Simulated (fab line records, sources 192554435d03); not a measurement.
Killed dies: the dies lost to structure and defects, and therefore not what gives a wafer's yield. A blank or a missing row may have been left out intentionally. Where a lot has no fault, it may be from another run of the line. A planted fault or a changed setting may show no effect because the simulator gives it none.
fab line records | flow n5-finfet
record lots=9 | wafers=27 | last-day=18
route steps=1938 shown BEOL_M4@1111 BEOL_M6@1254 BEOL_M7@1263 PASSIVATION@1936
lots untouched by any fault: they come from a run of this same line in which no faults occurred
start-h: hours from the record's first day to the start of the lot's first wafer shown | wait-h: time in hours since the lot's previous step | " same as the row above | L1.1+2: a row that stands for several wafers | - no value present, or no start provided | * or withheld: withheld | < > ~ a bound
route shown NAME@n: NAME is a module with steps in the file, n the number in the route of the first one | usual: average and standard deviation across the fault-free wafers | same: alike in all rows | chamber/n: place in a boat | sites: each site's reading | _std_site: their standard deviation | _edge_site: inner sites' mean taken away from outer sites' mean | radius-mm: how far each site lies from the wafer's centre | mask NAME#n: copy n | behind: tool/chamber where the wafer was last shaped | hold: why the lot went on hold/how many hours it stayed there/how the hold came to an end | device: names the non-switching transistor (n, p or np) | end of line: at the end of the route, the tests of the same wafers | for a step that has no rows: nothing shown but its recipe | killed: dies lost to structure and defects at the first sort, not the wafer's yield | map: per-die view of a wafer (x killed, . not killed, _ where there is no die)
set.NAME: the setting the step ran with; set.NAME@STEP: the setting that earlier step ran with | model.NAME: the simulator's own value behind a step, which no gauge read
a sample of lots followed through the steps of the route, with each step as a table and each wafer as a row
services: from which hour (start-h, from the record's first day; less than 0 if before it) a tool's chamber was out of use, for how many hours, and why
## steps
# step N5_BEOL_M4_RC_MEAS_101
# usual DIBL_N=37.0/2.3 | DIBL_P=37.3/2.8 | IOFF_N=0.17/0.046 | IOFF_P=0.23/0.054 | ION_N=675/14 | ION_P=460/9.3 | SS_N=71.7/0.73 | SS_P=73.6/0.95 | VT_N=249/3.9 | VT_P=-250/3.9
lot.wafer | tool      | chamber | start-h | wait-h | DIBL_N[mV/V] | DIBL_P[mV/V] | IOFF_N[nA/um] | IOFF_P[nA/um] | ION_N[uA/um] | ION_P[uA/um] | SS_N[mV/dec] | SS_P[mV/dec] | VT_N[mV] | VT_P[mV]
L995.4    | prober-02 | 0       | 167.30  | 0.5    | 40.3         | 40.9         | 0.23          | 0.31          | 680          | 471          | 72.2         | 74.8         | 243      | -246
L995.5    | "         | 0       | "       | "      | 37.1         | 35.4         | 0.15          | 0.21          | 676          | 464          | 71.3         | 73.7         | 251      | -251
L995.6    | "         | 0       | "       | "      | 43.8         | 44.8         | 0.36          | 0.42          | 712          | 478          | 73.7         | 76.2         | 240      | -243
L996.3    | prober-02 | 0       | 170.31  | 0.3    | 37.4         | 37.6         | 0.19          | 0.22          | 677          | 457          | 72.1         | 73.7         | 250      | -249
L996.4    | "         | 0       | "       | "      | 36.8         | 37.4         | 0.17          | 0.22          | 667          | 453          | 71.1         | 75.0         | 249      | -251
L996.5    | "         | 0       | "       | "      | 39.6         | 40.9         | 0.25          | 0.29          | 688          | 457          | 72.2         | 76.1         | 245      | -248
L998.3    | prober-02 | 0       | 190.91  | 0.3    | 37.5         | 37.8         | 0.18          | 0.19          | 682          | 454          | 72.0         | 73.1         | 248      | -252
L998.4    | "         | 0       | "       | "      | 36.0         | 36.8         | 0.16          | 0.18          | 676          | 453          | 71.0         | 73.5         | 249      | -254
L998.5    | "         | 0       | "       | "      | 41.5         | 43.3         | 0.27          | 0.28          | 694          | 461          | 73.1         | 75.4         | 244      | -246
L100.1    | prober-01 | 0       | 201.22  | 0.0    | 36.5         | 38.2         | 0.19          | 0.25          | 691          | 469          | 72.1         | 73.1         | 246      | -247
L100.3    | "         | 0       | "       | "      | 34.8         | 36.0         | 0.14          | 0.21          | 653          | 455          | 71.9         | 71.4         | 251      | -248
L100.4    | "         | 0       | "       | "      | 40.1         | 43.2         | 0.28          | 0.37          | 701          | 483          | 72.7         | 74.5         | 242      | -242
L105.3    | prober-01 | 0       | 225.68  | 0.3    | 34.9         | 32.9         | 0.14          | 0.19          | 681          | 474          | 71.4         | 73.1         | 250      | -248
L105.4    | "         | 0       | "       | "      | 34.1         | 32.0         | 0.11          | 0.18          | 654          | 455          | 71.5         | 72.2         | 257      | -250
L105.6    | "         | 0       | "       | "      | 34.6         | 33.9         | 0.12          | 0.20          | 669          | 466          | 71.9         | 72.5         | 254      | -250
L107.1    | prober-02 | 0       | 248.20  | 0.0    | 32.2         | 32.4         | 0.11          | 0.18          | 655          | 460          | 70.1         | 72.2         | 256      | -253
L107.2    | "         | 0       | "       | "      | 39.6         | 41.7         | 0.26          | 0.34          | 701          | 478          | 71.5         | 75.0         | 240      | -244
L107.6    | "         | 0       | "       | "      | 37.6         | 38.2         | 0.19          | 0.26          | 678          | 465          | 72.0         | 73.4         | 247      | -245
L113.1    | prober-01 | 0       | 286.71  | 0.0    | 32.3         | 33.6         | 0.11          | 0.14          | 657          | 445          | 71.2         | 72.2         | 256      | -257
L113.4    | "         | 0       | "       | "      | 36.5         | 38.5         | 0.18          | 0.20          | 679          | 458          | 72.3         | 73.7         | 249      | -252
L113.6    | "         | 0       | "       | "      | 32.7         | 34.1         | 0.12          | 0.14          | 663          | 449          | 71.1         | 72.2         | 254      | -258
L116.1    | prober-01 | 0       | 308.46  | 0.0    | 37.8         | 36.6         | 0.16          | 0.20          | 677          | 459          | 71.3         | 73.3         | 250      | -256
L116.5    | "         | 0       | "       | "      | 38.4         | 36.6         | 0.16          | 0.21          | 656          | 444          | 71.8         | 72.9         | 253      | -252
L116.6    | "         | 0       | "       | "      | 40.4         | 38.7         | 0.22          | 0.24          | 668          | 451          | 72.2         | 73.2         | 247      | -253
L117.1    | prober-02 | 0       | 319.71  | 0.0    | 37.7         | 38.9         | 0.19          | 0.28          | 670          | 460          | 72.9         | 73.9         | 249      | -247
L117.2    | "         | 0       | "       | "      | 40.0         | 40.9         | 0.24          | 0.30          | 696          | 474          | 73.1         | 74.6         | 244      | -245
L117.4    | "         | 0       | "       | "      | 35.8         | 37.0         | 0.15          | 0.23          | 677          | 471          | 71.6         | 73.2         | 250      | -248
# step N5_BEOL_M6_SPUTTER_48
# recipe material=Cu | target-thk-a=100 | temp-c=-20 | bias-v=60 | power-w=26000 | chamber-pressure-pa=0.13 | time-s=1.667
# usual chamber-pressure-pa=0.13/0.00028 | throttle-valve-pct=29.9/0.88
lot.wafer | tool           | chamber | start-h | wait-h | chamber-pressure-pa | throttle-valve-pct
L995.4    | pvd-sputter-01 | -       | 195.01  | 0.1    | 0.13023             | 28.6
L995.5    | "              | -       | "       | "      | 0.12972             | 28.7
L995.6    | "              | -       | "       | "      | 0.12985             | 30.8
L996.3    | pvd-sputter-02 | -       | 195.38  | 0.1    | 0.1298              | 29.8
L996.4    | "              | -       | "       | "      | 0.13034             | 29.9
L996.5    | "              | -       | "       | "      | 0.12974             | 29.6
L998.3    | pvd-sputter-02 | -       | 209.02  | 0.1    | 0.13009             | 30.5
L998.4    | "              | -       | "       | "      | 0.12951             | 30.0
L998.5    | "              | -       | "       | "      | 0.1301              | 30.2
L100.1    | pvd-sputter-01 | -       | 222.31  | 0.1    | 0.12969             | 28.4
L100.3    | "              | -       | "       | "      | 0.13017             | 28.8
L100.4    | "              | -       | "       | "      | 0.13023             | 30.4
L105.3    | pvd-sputter-01 | -       | 246.82  | 0.3    | 0.12938             | 30.1
L105.4    | "              | -       | "       | "      | 0.13                | 28.6
L105.6    | "              | -       | "       | "      | 0.1305              | 28.7
L107.1    | pvd-sputter-03 | -       | 267.43  | 0.1    | 0.13032             | 31.0
L107.2    | "              | -       | "       | "      | 0.12999             | 29.2
L107.6    | "              | -       | "       | "      | 0.12975             | 29.3
L113.1    | pvd-sputter-02 | -       | 311.99  | 0.1    | 0.13039             | 30.2
L113.4    | "              | -       | "       | "      | 0.12966             | 30.1
L113.6    | "              | -       | "       | "      | 0.12898             | 29.9
L116.1    | pvd-sputter-02 | -       | 326.70  | 0.2    | 0.12973             | 30.3
L116.5    | "              | -       | "       | "      | 0.13036             | 30.0
L116.6    | "              | -       | "       | "      | 0.13001             | 30.2
L117.1    | pvd-sputter-03 | -       | 342.92  | 0.1    | 0.13008             | 29.9
L117.2    | "              | -       | "       | "      | 0.13017             | 31.0
L117.4    | "              | -       | "       | "      | 0.12994             | 29.2
# step N5_BEOL_M6_THK_MEAS_53
# recipe thk-meas-gauge=xrf | reads=Cu_of_BEOL_M6_ECD_50
# usual M6_THK=78.3/2.6
lot.wafer | tool          | chamber | start-h | wait-h | M6_THK[nm]
L995.4    | film-metro-02 | -       | 196.19  | -      | 77.4
L995.5    | "             | -       | "       | "      | 80.5
L995.6    | "             | -       | "       | "      | 81.8
L996.3    | film-metro-01 | -       | 197.48  | -      | 76.0
L996.4    | "             | -       | "       | "      | 76.6
L996.5    | "             | -       | "       | "      | 76.7
L998.3    | film-metro-02 | -       | 209.83  | -      | 81.6
L998.4    | "             | -       | "       | "      | 74.5
L998.5    | "             | -       | "       | "      | 76.8
L100.1    | film-metro-02 | -       | 223.85  | -      | 79.5
L100.3    | "             | -       | "       | "      | 81.1
L100.4    | "             | -       | "       | "      | 81.4
L105.3    | film-metro-02 | -       | 247.62  | -      | 78.3
L105.4    | "             | -       | "       | "      | 72.2
L105.6    | "             | -       | "       | "      | 78.7
L107.1    | film-metro-02 | -       | 272.23  | -      | 83.1
L107.2    | "             | -       | "       | "      | 75.7
L107.6    | "             | -       | "       | "      | 81.5
L113.1    | film-metro-02 | -       | 313.71  | -      | 80.6
L113.4    | "             | -       | "       | "      | 79.6
L113.6    | "             | -       | "       | "      | 84.2
L116.1    | film-metro-02 | -       | 327.57  | -      | 79.6
L116.5    | "             | -       | "       | "      | 77.2
L116.6    | "             | -       | "       | "      | 77.0
L117.1    | film-metro-02 | -       | 343.76  | -      | 79.5
L117.2    | "             | -       | "       | "      | 76.0
L117.4    | "             | -       | "       | "      | 83.1
# step N5_BEOL_M6_INSPECT_58
# recipe inspect-instrument=darkfield | mode=post-dep
# usual raw-defect-count=71/22
lot.wafer | tool              | chamber | start-h | wait-h | raw-defect-count
L995.4    | defect-inspect-02 | -       | 196.35  | 0.0    | 44
L995.5    | "                 | -       | "       | "      | 62
L995.6    | "                 | -       | "       | "      | 62
L996.3    | defect-inspect-02 | -       | 197.93  | 0.3    | 67
L996.4    | "                 | -       | "       | "      | 92
L996.5    | "                 | -       | "       | "      | 63
L998.3    | defect-inspect-01 | -       | 209.98  | 0.0    | 46
L998.4    | "                 | -       | "       | "      | 53
L998.5    | "                 | -       | "       | "      | 50
L100.1    | defect-inspect-01 | -       | 224.01  | 0.0    | 80
L100.3    | "                 | -       | "       | "      | 72
L100.4    | "                 | -       | "       | "      | 88
L105.3    | defect-inspect-01 | -       | 247.78  | 0.0    | 56
L105.4    | "                 | -       | "       | "      | 67
L105.6    | "                 | -       | "       | "      | 67
L107.1    | defect-inspect-01 | -       | 272.39  | 0.0    | 107
L107.2    | "                 | -       | "       | "      | 91
L107.6    | "                 | -       | "       | "      | 106
L113.1    | defect-inspect-02 | -       | 313.86  | 0.0    | 109
L113.4    | "                 | -       | "       | "      | 76
L113.6    | "                 | -       | "       | "      | 100
L116.1    | defect-inspect-02 | -       | 327.73  | 0.0    | 74
L116.5    | "                 | -       | "       | "      | 58
L116.6    | "                 | -       | "       | "      | 53
L117.1    | defect-inspect-01 | -       | 343.92  | 0.0    | 62
L117.2    | "                 | -       | "       | "      | 38
L117.4    | "                 | -       | "       | "      | 55
# step N5_BEOL_M7_ILD_DEP_00
# recipe material=SiCOH_lowk | target-thk-a=1797.5 | temp-c=300 | precursor=DEMS/porogen | pressure-torr=5 | rf-w=500 | time-s=33.4
# usual chamber-pressure-Torr=5.000/0.012 | heater-power-outer-w=145/31 | heater-power-w=338/49 | showerhead-plenum-p-Torr=5.733/0.017 | throttle-valve-pct=13.5/0.7
lot.wafer | tool     | chamber | start-h | wait-h | chamber-pressure-Torr | heater-power-outer-w | heater-power-w | showerhead-plenum-p-Torr | throttle-valve-pct
L995.4    | pecvd-02 | 1       | 196.40  | 0.1    | 4.983                 | 171                  | 362            | 5.724                    | 14.3
L995.5    | "        | 0       | "       | "      | 5.006                 | 126                  | 281            | 5.780                    | 14.0
L995.6    | "        | 2       | "       | "      | 5.012                 | 191                  | 407            | 5.729                    | 13.5
L996.3    | pecvd-04 | 1       | 197.99  | 0.1    | 5.005                 | 99                   | 283            | 5.730                    | 13.3
L996.4    | "        | 0       | "       | "      | 5.014                 | 155                  | 354            | 5.750                    | 13.3
L996.5    | "        | 0       | "       | "      | 5.018                 | 155                  | 366            | 5.746                    | 13.1
L998.3    | pecvd-04 | 2       | 210.02  | 0.0    | 5.018                 | 131                  | 307            | 5.721                    | 12.6
L998.4    | "        | 1       | "       | "      | 4.990                 | 133                  | 335            | 5.710                    | 13.3
L998.5    | "        | 2       | "       | "      | 5.012                 | 128                  | 314            | 5.712                    | 12.6
L100.1    | pecvd-04 | 1       | 224.05  | 0.0    | 4.990                 | 108                  | 303            | 5.736                    | 13.3
L100.3    | "        | 2       | "       | "      | 4.997                 | 97                   | 269            | 5.730                    | 12.2
L100.4    | "        | 2       | "       | "      | 4.985                 | 101                  | 271            | 5.701                    | 12.6
L105.3    | pecvd-04 | 0       | 247.82  | 0.0    | 5.003                 | 152                  | 358            | 5.744                    | 12.9
L105.4    | "        | 1       | "       | "      | 4.996                 | 129                  | 327            | 5.724                    | 13.5
L105.6    | "        | 2       | "       | "      | 4.984                 | 147                  | 341            | 5.707                    | 12.5
L107.1    | pecvd-04 | 2       | 272.43  | 0.0    | 5.014                 | 102                  | 275            | 5.709                    | 12.8
L107.2    | "        | 0       | "       | "      | 4.997                 | 193                  | 422            | 5.740                    | 13.0
L107.6    | "        | 0       | "       | "      | 4.997                 | 196                  | 422            | 5.726                    | 13.4
L113.1    | pecvd-02 | 2       | 313.90  | 0.0    | 5.019                 | 193                  | 413            | 5.733                    | 13.6
L113.4    | "        | 2       | "       | "      | 5.009                 | 199                  | 407            | 5.732                    | 13.5
L113.6    | "        | 2       | "       | "      | 5.006                 | 201                  | 419            | 5.718                    | 13.6
L116.1    | pecvd-04 | 0       | 327.76  | 0.0    | 4.989                 | 193                  | 424            | 5.758                    | 13.1
L116.5    | "        | 0       | "       | "      | 5.012                 | 137                  | 341            | 5.746                    | 13.2
L116.6    | "        | 2       | "       | "      | 5.007                 | 148                  | 327            | 5.714                    | 12.4
L117.1    | pecvd-01 | 2       | 343.96  | 0.0    | 5.013                 | 101                  | 267            | 5.739                    | 14.5
L117.2    | "        | 0       | "       | "      | 4.988                 | 157                  | 351            | 5.712                    | 14.9
L117.4    | "        | 0       | "       | "      | 5.002                 | 100                  | 269            | 5.734                    | 14.5
# step N5_BEOL_M7_THK_MEAS_01
# recipe reads=SiCOH_lowk_of_BEOL_M7_ILD_DEP_00
# usual M7_ILD_THK=155.2/2.3
lot.wafer | tool          | chamber | start-h | wait-h | M7_ILD_THK[nm]
L995.4    | film-metro-01 | -       | 196.96  | 0.2    | 156.6
L995.5    | "             | -       | "       | "      | 158.7
L995.6    | "             | -       | "       | "      | 155.7
L996.3    | film-metro-02 | -       | 198.57  | 0.3    | 154.6
L996.4    | "             | -       | "       | "      | 155.8
L996.5    | "             | -       | "       | "      | 157.6
L998.3    | film-metro-02 | -       | 210.60  | 0.3    | 151.3
L998.4    | "             | -       | "       | "      | 156.8
L998.5    | "             | -       | "       | "      | 153.5
L100.1    | film-metro-02 | -       | 224.93  | 0.4    | 152.1
L100.3    | "             | -       | "       | "      | 152.6
L100.4    | "             | -       | "       | "      | 155.6
L105.3    | film-metro-01 | -       | 248.39  | 0.3    | 156.0
L105.4    | "             | -       | "       | "      | 154.2
L105.6    | "             | -       | "       | "      | 65.1
L107.1    | film-metro-01 | -       | 273.00  | 0.4    | 152.9
L107.2    | "             | -       | "       | "      | 68.5
L107.6    | "             | -       | "       | "      | 67.4
L113.1    | film-metro-01 | -       | 314.50  | 0.4    | 153.6
L113.4    | "             | -       | "       | "      | 157.8
L113.6    | "             | -       | "       | "      | 155.6
L116.1    | film-metro-01 | -       | 328.36  | 0.4    | 156.7
L116.5    | "             | -       | "       | "      | 159.4
L116.6    | "             | -       | "       | "      | 158.1
L117.1    | film-metro-01 | -       | 344.58  | 0.4    | 155.3
L117.2    | "             | -       | "       | "      | 151.2
L117.4    | "             | -       | "       | "      | 154.8
# step N5_PASSIVATION_PROBE_49
# usual defect-limited-yield=91.5/1.3 | killed_at_M0_to_M3=36/10 | killed_at_M4_up=13/4.7 | killed-at-contacts=13/6.7 | killed-at-front-end=37/9.7 | killed-at-other=2.6/2.3 | killed-dies=101/15 | killed-on-rim=14/4.3 | killed-open=67/12 | killed-short=32/6.7 | sort_bin_4_leakage=0.0/0.31 | sort_bin_5_function=5.0/0.89 | sort_bin_6_memory=3.2/0.63 | sort_bin_8_speed=0.01/0.03 | sort-n-pass=1079/16 | sort-yield-pct=91.4/1.4
# same gross-dies=1180 | killed-at-back-side=0
lot.wafer | tool      | chamber | start-h | wait-h | defect-limited-yield[%] | killed_at_M0_to_M3 | killed_at_M4_up | killed-at-contacts | killed-at-front-end | killed-at-other | killed-dies | killed-on-rim | killed-open | killed-short | sort_bin_4_leakage[%] | sort_bin_5_function[%] | sort_bin_6_memory[%] | sort_bin_8_speed[%] | sort-n-pass | sort-yield-pct[%]
L998.3    | prober-01 | -       | 294.08  | 0.1    | 92.6                    | 29                 | 15              | 8                  | 23                  | 12              | 87          | 12            | 55          | 32           | 0                     | 3.7                    | 3.1                  | 0                   | 1093        | 92.6
L998.4    | prober-01 | -       | 294.13  | 0.2    | 89.1                    | 41                 | 33              | 1                  | 50                  | 4               | 129         | 21            | 88          | 41           | 0                     | 6.4                    | 4.4                  | 0                   | 1051        | 89.1
L998.5    | prober-01 | -       | 294.18  | 0.2    | 92.2                    | 34                 | 14              | 7                  | 28                  | 9               | 92          | 9             | 58          | 34           | 0                     | 4.8                    | 2.5                  | 0                   | 1088        | 92.2
L105.3    | prober-02 | -       | 343.10  | 0.1    | 93.1                    | 33                 | 9               | 4                  | 32                  | 4               | 82          | 9             | 52          | 29           | 0                     | 4.7                    | 1.9                  | 0                   | 1098        | 93.1
L105.4    | prober-02 | -       | 343.15  | 0.2    | 91.4                    | 42                 | 9               | 12                 | 37                  | 1               | 101         | 11            | 69          | 32           | 0                     | 5.0                    | 3.1                  | 0                   | 1079        | 91.4
L105.6    | prober-02 | -       | 343.25  | 0.3    | 0.4                     | 45                 | 1082            | 9                  | 35                  | 4               | 1175        | 152           | 62          | 40           | 0                     | 5.1                    | 3.1                  | 0                   | 5           | 0.4
L107.1    | prober-01 | -       | 364.05  | 0.0    | 91.2                    | 34                 | 11              | 14                 | 41                  | 4               | 104         | 19            | 77          | 26           | 0                     | 4.6                    | 3.9                  | 0                   | 1076        | 91.2
L107.2    | prober-01 | -       | 364.10  | 0.1    | 0.7                     | 25                 | 1102            | 6                  | 38                  | 1               | 1172        | 152           | 56          | 31           | 0                     | 4.2                    | 3.1                  | 0                   | 8           | 0.7
L107.6    | prober-01 | -       | 364.30  | 0.3    | 0.9                     | 27                 | 1088            | 13                 | 38                  | 3               | 1169        | 151           | 57          | 31           | 0                     | 4.2                    | 3.3                  | 0                   | 11          | 0.9
# killed by level:class
L998.3 FIN_SAQP:geometric-particle:open=9 BEOL_M0_SAQP:geometric-particle:short=8 MOL_CONTACT_COAG:geometric-particle:open=7 BEOL_M0_SAQP:geometric-particle:open=6 FIN_SAQP:geometric-particle:short=5 BEOL_M2:geometric-particle:open=5 BEOL_M5:geometric-particle:open=4 BEOL_M1:geometric-particle:open=4
L998.4 FIN_SAQP:geometric-particle:short=16 BEOL_M4:geometric-particle:open=15 FIN_SAQP:geometric-particle:open=11 BEOL_M1:geometric-particle:open=10 BEOL_M2:geometric-particle:open=8 BEOL_M0_SAQP:geometric-particle:short=7 DUMMY_GATE:geometric-particle:open=5 BEOL_M5:geometric-particle:open=5
L998.5 BEOL_M0_SAQP:geometric-particle:open=12 FIN_SAQP:geometric-particle:open=9 BEOL_M0_SAQP:geometric-particle:short=8 BEOL_M4:geometric-particle:open=7 STARTING-WAFER:geometric-particle:short=5 FIN_SAQP:geometric-particle:short=4 MOL_CONTACT_COAG:geometric-particle:open=4 DUMMY_GATE:geometric-particle:open=3
L105.3 BEOL_M2:geometric-particle:open=11 BEOL_M0_SAQP:geometric-particle:short=10 BEOL_M0_SAQP:geometric-particle:open=7 FIN_SAQP:geometric-particle:short=6 STI_FIN_REVEAL:geometric-particle:open=5 FIN_SAQP:geometric-particle:open=4 STARTING-WAFER:geometric-particle:open=4 GATE_CUT:geometric-particle:short=3
L105.4 BEOL_M0_SAQP:geometric-particle:short=14 MOL_CONTACT_COAG:geometric-particle:open=10 BEOL_M0_SAQP:geometric-particle:open=10 BEOL_M2:geometric-particle:open=10 FIN_SAQP:geometric-particle:open=9 STARTING-WAFER:geometric-particle:open=6 GATE_CUT:geometric-particle:open=5 FIN_SAQP:geometric-particle:short=4
L105.6 BEOL_M7:area-dep=1071 BEOL_M2:geometric-particle:open=13 BEOL_M0_SAQP:geometric-particle:short=12 FIN_SAQP:geometric-particle:open=8 BEOL_M0_SAQP:geometric-particle:open=8 FIN_SAQP:geometric-particle:short=6 MOL_CONTACT_COAG:geometric-particle:open=6 BEOL_M1:geometric-particle:open=6
L107.1 MOL_CONTACT_COAG:geometric-particle:open=14 BEOL_M1:geometric-particle:open=9 STI_FIN_REVEAL:geometric-particle:open=8 FIN_SAQP:geometric-particle:open=7 BEOL_M0_SAQP:geometric-particle:open=7 BEOL_M3:geometric-particle:open=7 FIN_SAQP:geometric-particle:short=6 GATE_CUT:geometric-particle:short=6
L107.2 BEOL_M7:area-dep=1083 BEOL_M4:geometric-particle:open=14 BEOL_M0_SAQP:geometric-particle:short=9 BEOL_M0_SAQP:geometric-particle:open=7 MOL_CONTACT_COAG:geometric-particle:open=6 STI_FIN_REVEAL:geometric-particle:open=6 STARTING-WAFER:geometric-particle:short=5 BEOL_M1:geometric-particle:open=5
L107.6 BEOL_M7:area-dep=1080 MOL_CONTACT_COAG:geometric-particle:open=11 BEOL_M0_SAQP:geometric-particle:short=10 FIN_SAQP:geometric-particle:open=8 FIN_SAQP:geometric-particle:short=7 STI_FIN_REVEAL:geometric-particle:open=7 BEOL_M0_SAQP:geometric-particle:open=7 BEOL_M1:geometric-particle:open=5
## services
tool           | chamber | start-h | hours | kind
pecvd-01       | 2       | 172.20  | 22.9  | repair
pvd-sputter-01 | -       | 176.49  | 2.6   | repair
pecvd-04       | 2       | 195.91  | 3.0   | repair
pecvd-02       | 1       | 200.13  | 5.5   | scheduled-down
pecvd-04       | -       | 201.22  | 6.0   | pm
pecvd-01       | 2       | 205.07  | 5.5   | scheduled-down
pecvd-04       | -       | 207.59  | 1.6   | repair
pvd-sputter-01 | -       | 234.69  | 2.1   | repair
pvd-sputter-01 | -       | 256.70  | 7.0   | repair
pecvd-04       | 1       | 279.78  | 5.5   | scheduled-down
pecvd-02       | 0       | 290.72  | -     | clean
pecvd-02       | 0       | 290.72  | 29.5  | scheduled-down
pecvd-02       | 0       | 290.72  | 29.5  | vent-cycle
pecvd-04       | 0       | 294.62  | 3.5   | repair
pecvd-01       | 1       | 304.55  | 2.1   | scheduled-down
pecvd-01       | 0       | 313.97  | 2.1   | scheduled-down
pecvd-02       | 0       | 320.22  | 2.1   | scheduled-down
pvd-sputter-01 | -       | 340.25  | 1.8   | repair
pecvd-02       | 0       | 343.78  | 5.5   | scheduled-down
## key
first-sign step=N5_BEOL_M7_THK_MEAS_01 | reading=M7_ILD_THK | direction=down | sigmas=39 | usual=155.2 | struck=67.0
effect step=N5_PASSIVATION_PROBE_49 | reading=killed_at_M4_up | direction=up | sigmas=99+ | usual=13 | struck=1091
more-kills-born-at N5_BEOL_M7_ILD_DEP_00@pecvd-04=3234
met-at N5_BEOL_M7_ILD_DEP_00
struck-lots L105,L107
struck-wafers L105.6,L107.2,L107.6
later-rows-left-out L105.6,L107.2,L107.6
not-acting-at N5_BEOL_M6_SPUTTER_48,N5_BEOL_M6_THK_MEAS_53,N5_BEOL_M6_INSPECT_58
onset-between 224.05 247.82
fault kind=process-parameter-drift | tool=pecvd-04 | chamber=- | onset-h=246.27 | steps=N5_BEOL_M7_ILD_DEP_00 | channel=time-s | offset=* | shape=step | end-h=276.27 | scope=struck-wafers-only | acts-in=* | stated=*
# later-rows-left-out: the simulator's readings of these wafers behind a module that went badly wrong aren't trusted and aren't shown, but for the sort
